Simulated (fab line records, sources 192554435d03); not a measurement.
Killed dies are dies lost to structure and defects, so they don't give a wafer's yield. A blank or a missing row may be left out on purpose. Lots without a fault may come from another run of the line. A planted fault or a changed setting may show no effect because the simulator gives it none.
fab line records | flow n5_finfet | part 2 of 2: steps 4 to 6 of 6
record lots=23 wafers=69 last_day=17
route steps=1938 shown FIN_SAQP@134 DUMMY_GATE@234 SD_EPI_N@273 SD_EPI_P@316
lots that met no fault: from a run of the same line without faults
start_h: hours from the record's first day to the start of the lot's first wafer shown | wait_h: hours since the lot's step before | " the same as in the row above | L1.1+2: a row that stands for several wafers | - no value, or no start given | * or withheld: withheld | < > ~ a bound
route shown NAME@n: a module of which the file shows steps, and the number in the route of the first | usual: mean/standard deviation of fault-free wafers | same: alike in all rows | chamber/n: place in a boat | sites: the reading at each site | _std_site: their standard deviation | _edge_site: outer sites' mean less inner sites' | radius_mm: how far each site lies from the wafer's centre | mask NAME#n: copy n | behind: the tool/chamber that last shaped the wafer | hold: why the lot was held/for how many hours/how that ended | device: the transistor (n, p or np) that didn't switch | end of line: the same wafers' tests at the end of the route | a step without rows: its recipe alone | killed: dies lost to structure and defects at the first sort, not the wafer's yield | map: a wafer's dies, x killed, . not, _ none there
set.NAME: the setting as run; set.NAME@STEP: as run at that earlier step | model.NAME: the simulator's own value behind a step, which no gauge read
steps of the route over a sample of lots; a table a step, a row a wafer
services: from which hour (start_h, from the record's first day; less than 0 if before it) a tool's chamber was out of use, for how many hours, and why
## steps
# step N5_SD_EPI_N_STRIP_38
# recipe chemistry=N2/H2 power_w=1000 temp_c=250 h2_frac=0.65 overash_fraction=0.3 pressure_mtorr=withheld n2_flow_sccm=1750 h2_flow_sccm=3250
# usual drypump_motor_current_A=5.58/0.3 heater_power_w=375/22 oes_product_au=0.762/0.012
# columns lot.wafer tool chamber start_h wait_h drypump_motor_current_A heater_power_w oes_product_au rf_hours_counter_h
L074.2 plasma_asher-02 0 50.03 0.1 5.85 379 0.751 86
L074.4 " 0 " " 5.88 370 0.763 -
L074.5 " 1 " " 5.74 348 0.793 -
L075.1 plasma_asher-01 1 57.59 0.1 5.08 410 0.760 34
L075.3 " 0 " " 5.68 374 0.740 -
L075.6 " 0 " " 5.68 366 0.774 -
L076.1 plasma_asher-01 0 62.27 0.1 5.68 367 0.768 35
L076.2 " 1 " " 5.09 408 0.779 35
L076.3 " 1 " " 5.13 409 0.770 -
L078.2 plasma_asher-01 0 74.31 0.1 5.68 369 0.761 37
L078.3 " 0 " " 5.66 367 0.755 -
L078.5 " 0 " " 5.66 364 0.750 -
L079.1 plasma_asher-02 1 79.97 0.1 5.70 352 0.765 92
L079.4 " 1 " " 5.70 355 0.757 -
L079.6 " 1 " " 5.70 348 0.744 -
L080.2 plasma_asher-02 0 85.52 0.1 5.83 380 0.781 93
L080.3 " 0 " " 5.82 389 0.771 -
L080.6 " 1 " " 5.73 351 0.774 -
L081.2 plasma_asher-01 0 92.40 0.1 5.67 367 0.779 40
L081.3 " 0 " " 5.64 368 0.754 -
L081.4 " 1 " " 5.10 411 0.753 -
L082.1 plasma_asher-01 1 99.53 0.1 5.07 402 0.756 41
L082.2 " 0 " " 5.65 359 0.767 41
L082.4 " 0 " " 5.67 370 0.756 -
L083.1 plasma_asher-02 0 105.20 0.1 5.86 372 0.776 98
L083.3 " 0 " " 5.88 376 0.763 -
L083.6 " 1 " " 5.71 339 0.759 -
L084.1 plasma_asher-01 1 112.44 0.1 5.12 404 0.756 44
L084.5 " 1 " " 5.11 413 0.752 -
L084.6 " 0 " " 5.69 364 0.782 -
L085.4 plasma_asher-01 1 116.73 0.1 5.08 403 0.773 -
L085.5 " 0 " " 5.69 376 0.765 -
L085.6 " 1 " " 5.12 412 0.767 -
L086.1 plasma_asher-02 1 123.93 0.1 5.71 339 0.760 101
L086.3 " 0 " " 5.87 380 0.741 -
L086.4 " 1 " " 5.73 349 0.769 -
L087.2 plasma_asher-02 1 128.85 0.1 5.72 347 0.773 102
L087.5 " 1 " " 5.71 354 0.732 -
L087.6 " 0 " " 5.90 380 0.761 -
L088.1 plasma_asher-02 0 133.10 0.1 5.85 382 0.760 103
L088.2 " 1 " " 5.72 352 0.775 103
L088.6 " 1 " " 5.70 337 0.762 -
L089.1 plasma_asher-02 1 139.28 0.1 5.70 343 0.772 104
L089.3 " 1 " " 5.71 348 0.757 -
L089.5 " 1 " " 5.74 347 0.773 -
L090.3 plasma_asher-01 1 145.98 0.1 5.11 407 0.766 -
L090.4 " 0 " " 5.68 360 0.744 -
L090.6 " 0 " " 5.67 371 0.776 -
L091.1 plasma_asher-01 0 152.21 0.1 5.63 365 0.755 52
L091.3 " 1 " " 5.15 407 0.782 -
L091.5 " 1 " " 5.08 416 0.774 -
L092.1 plasma_asher-01 1 159.53 0.1 5.06 408 0.769 54
L092.2 " 0 " " 5.65 361 0.760 54
L092.6 " 0 " " 5.66 376 0.777 -
L093.1 plasma_asher-02 0 164.14 0.1 5.86 380 0.769 109
L093.3 " 1 " " 5.74 355 0.771 -
L093.4 " 0 " " 5.90 379 0.757 -
L094.1 plasma_asher-02 1 171.60 0.1 5.70 350 0.778 111
L094.5 " 0 " " 5.88 382 0.769 -
L094.6 " 1 " " 5.70 342 0.770 -
L095.2 plasma_asher-01 1 175.68 0.1 5.09 404 0.782 57
L095.3 " 0 " " 5.67 362 0.766 -
L095.5 " 1 " " 5.12 402 0.732 -
L096.1 plasma_asher-01 0 181.20 0.1 5.64 377 0.752 58
L096.2 " 1 " " 5.05 403 0.750 58
L096.5 " 1 " " 5.08 413 0.758 -
L097.2 plasma_asher-02 1 190.54 0.1 5.72 343 0.752 114
L097.3 " 0 " " 5.85 385 0.747 -
L097.6 " 0 " " 5.88 382 0.753 -
# step N5_SD_EPI_P_STRIP_40
# recipe chemistry=N2/H2 power_w=1000 temp_c=250 h2_frac=0.65 overash_fraction=0.3 pressure_mtorr=withheld n2_flow_sccm=1750 h2_flow_sccm=3250
# usual drypump_motor_current_A=5.5/0.31 heater_power_w=378/23 oes_product_au=0.762/0.011
# columns lot.wafer tool chamber start_h wait_h drypump_motor_current_A heater_power_w oes_product_au rf_hours_counter_h
L074.2 plasma_asher-02 0 54.82 0.0 5.9 391 0.750 87
L074.4 " 0 " " 5.8 381 0.764 -
L074.5 " 0 " " 5.8 386 0.756 -
L075.1 plasma_asher-02 0 62.13 0.0 5.9 385 0.743 89
L075.3 " 1 " " 5.7 355 0.761 -
L075.6 " 0 " " 5.8 389 0.746 -
L076.1 plasma_asher-01 1 67.53 0.0 5.1 400 0.766 36
L076.2 " 0 " " 5.7 365 0.774 36
L076.3 " 0 " " 5.6 365 0.757 -
L078.2 plasma_asher-02 1 78.90 0.0 5.7 340 0.780 92
L078.3 " 0 " " 5.9 381 0.778 -
L078.5 " 0 " " 5.9 379 0.755 -
L079.1 plasma_asher-02 0 84.80 0.0 5.9 380 0.763 93
L079.4 " 0 " " 5.8 382 0.788 -
L079.6 " 1 " " 5.7 344 0.767 -
L080.2 plasma_asher-02 1 90.00 0.0 5.7 351 0.750 94
L080.3 " 1 " " 5.7 339 0.756 -
L080.6 " 0 " " 5.9 379 0.765 -
L081.2 plasma_asher-02 1 98.28 0.0 5.7 346 0.757 96
L081.3 " 0 " " 5.9 387 0.768 -
L081.4 " 1 " " 5.7 349 0.749 -
L082.1 plasma_asher-01 0 104.00 0.0 5.7 366 0.768 42
L082.2 " 1 " " 5.1 408 0.770 42
L082.4 " 0 " " 5.6 371 0.748 -
L083.1 plasma_asher-01 0 110.47 0.0 5.7 354 0.746 44
L083.3 " 0 " " 5.6 373 0.760 -
L083.6 " 0 " " 5.7 364 0.741 -
L084.1 plasma_asher-02 0 117.72 0.0 5.9 377 0.762 101
L084.5 " 0 " " 5.9 389 0.778 -
L084.6 " 1 " " 5.7 347 0.774 -
L085.4 plasma_asher-02 0 122.14 0.0 5.9 387 0.781 -
L085.5 " 0 " " 5.9 383 0.742 -
L085.6 " 1 " " 5.7 349 0.754 -
L086.1 plasma_asher-01 1 129.60 0.0 5.1 406 0.765 48
L086.3 " 1 " " 5.1 396 0.754 -
L086.4 " 0 " " 5.7 367 0.747 -
L087.2 plasma_asher-01 0 133.41 0.0 5.6 363 0.769 49
L087.5 " 1 " " 5.1 407 0.781 -
L087.6 " 0 " " 5.6 371 0.748 -
L088.1 plasma_asher-01 0 138.08 0.0 5.7 372 0.746 49
L088.2 " 1 " " 5.1 411 0.769 49
L088.6 " 1 " " 5.1 398 0.757 -
L089.1 plasma_asher-01 0 144.10 0.0 5.7 367 0.754 50
L089.3 " 1 " " 5.0 409 0.744 -
L089.5 " 0 " " 5.6 362 0.766 -
L090.3 plasma_asher-01 0 151.20 0.0 5.6 367 0.775 -
L090.4 " 1 " " 5.1 411 0.756 -
L090.6 " 1 " " 5.1 400 0.749 -
L091.1 plasma_asher-01 0 157.44 0.0 5.6 355 0.779 53
L091.3 " 1 " " 5.1 405 0.767 -
L091.5 " 1 " " 5.1 394 0.767 -
L092.1 plasma_asher-01 0 164.75 0.0 5.6 371 0.758 55
L092.2 " 1 " " 5.1 401 0.765 55
L092.6 " 0 " " 5.6 367 0.765 -
L093.1 plasma_asher-01 1 169.24 0.0 5.1 404 0.775 56
L093.3 " 1 " " 5.0 406 0.745 -
L093.4 " 0 " " 5.6 369 0.776 -
L094.1 plasma_asher-01 1 176.92 0.0 5.1 406 0.772 57
L094.5 " 1 " " 5.1 415 0.744 -
L094.6 " 0 " " 5.6 353 0.751 -
L095.2 plasma_asher-02 0 181.70 0.0 5.9 386 0.762 112
L095.3 " 0 " " 5.9 385 0.770 -
L095.5 " 0 " " 5.9 385 0.764 -
L096.1 plasma_asher-01 1 185.69 0.0 5.1 412 0.753 58
L096.2 " 0 " " 5.7 367 0.763 58
L096.5 " 0 " " 5.7 371 0.766 -
L097.2 plasma_asher-01 1 195.03 0.0 5.1 406 0.759 61
L097.3 " 1 " " 5.1 401 0.761 -
L097.6 " 1 " " 5.1 416 0.776 -
# step N5_SD_EPI_P_EPI_MEAS_23
# recipe mode=xrd
# usual thk_nm=61.0/1.2
# columns lot.wafer tool chamber start_h wait_h thk_nm
L074.2 film_metro-01 - 57.56 1.5 58.6
L074.4 " - " " 62.3
L074.5 " - " " 61.8
L075.1 film_metro-02 - 65.56 2.4 60.9
L075.3 " - " " 61.4
L075.6 " - " " 61.2
L076.1 film_metro-02 - 70.24 1.8 59.6
L076.2 " - " " 60.6
L076.3 " - " " 58.7
L078.2 film_metro-02 - 82.45 2.0 59.4
L078.3 " - " " 62.2
L078.5 " - " " 60.8
L079.1 film_metro-02 - 88.35 2.4 60.3
L079.4 " - " " 62.2
L079.6 " - " " 60.4
L080.2 film_metro-02 - 92.76 1.5 61.7
L080.3 " - " " 62.2
L080.6 " - " " 59.2
L081.2 film_metro-01 - 101.00 1.5 62.2
L081.3 " - " " 61.8
L081.4 " - " " 61.3
L082.1 film_metro-01 - 106.71 1.8 61.5
L082.2 " - " " 60.7
L082.4 " - " " 60.3
L083.1 film_metro-02 - 113.19 1.8 63.5
L083.3 " - " " 62.5
L083.6 " - " " 60.7
L084.1 film_metro-01 - 121.27 2.4 59.5
L084.5 " - " " 61.1
L084.6 " - " " 58.9
L085.4 film_metro-02 - 124.84 0.8 60.3
L085.5 " - " " 61.8
L085.6 " - " " 60.6
L086.1 film_metro-01 - 134.32 3.2 60.1
L086.3 " - " " 64.2
L086.4 " - " " 61.3
L087.2 film_metro-01 - 136.96 2.0 61.4
L087.5 " - " " 59.7
L087.6 " - " " 59.4
L088.1 film_metro-02 - 141.63 2.4 60.5
L088.2 " - " " 61.4
L088.6 " - " " 60.1
L089.1 film_metro-02 - 147.65 2.4 62.3
L089.3 " - " " 59.9
L089.5 " - " " 60.3
L090.3 film_metro-02 - 154.77 1.5 60.9
L090.4 " - " " 60.1
L090.6 " - " " 60.1
L091.1 film_metro-01 - 160.99 2.4 58.9
L091.3 " - " " 59.4
L091.5 " - " " 62.1
L092.1 film_metro-02 - 168.30 2.4 59.3
L092.2 " - " " 61.9
L092.6 " - " " 62.1
L093.1 film_metro-02 - 171.95 1.8 59.4
L093.3 " - " " 61.2
L093.4 " - " " 62.1
L094.1 film_metro-01 - 180.49 2.5 63.3
L094.5 " - " " 63.8
L094.6 " - " " 62.3
L095.2 film_metro-02 - 184.53 1.5 62.3
L095.3 " - " " 63.3
L095.5 " - " " 61.7
L096.1 film_metro-02 - 188.40 1.8 62.8
L096.2 " - " " 60.5
L096.5 " - " " 60.3
L097.2 film_metro-02 - 197.75 1.5 59.3
L097.3 " - " " 62.0
L097.6 " - " " 60.3
## services
# columns tool chamber start_h hours kind
rie_diel-03 3 17.01 2.6 repair
rie_diel-05 - 17.63 15.6 pm
rie_diel-01 3 31.73 - clean
rie_diel-01 3 31.73 - consumable_replace:focus_ring
rie_diel-01 3 31.73 14.3 scheduled_down
rie_diel-04 - 41.41 0.5 repair
rie_diel-04 3 42.13 4.5 repair
rie_diel-04 1 53.27 13.5 repair
rie_diel-05 0 77.23 7.1 repair
rie_diel-02 1 80.37 7.8 repair
rie_diel-02 0 80.68 14.0 repair
plasma_asher-01 - 84.38 1.2 repair
plasma_asher-01 - 88.71 1.4 repair
rie_diel-01 1 94.09 2.9 repair
rie_diel-04 2 97.38 9.7 repair
rie_diel-05 0 122.16 10.0 repair
rie_diel-03 - 128.90 15.6 pm
rie_diel-02 3 139.39 2.0 repair
rie_diel-04 3 146.43 9.5 repair
rie_diel-03 0 168.28 7.7 repair
rie_diel-01 - 178.16 0.7 repair
rie_diel-06 1 181.26 7.0 repair
plasma_asher-02 - 184.82 2.1 repair
rie_diel-06 2 187.71 4.6 repair
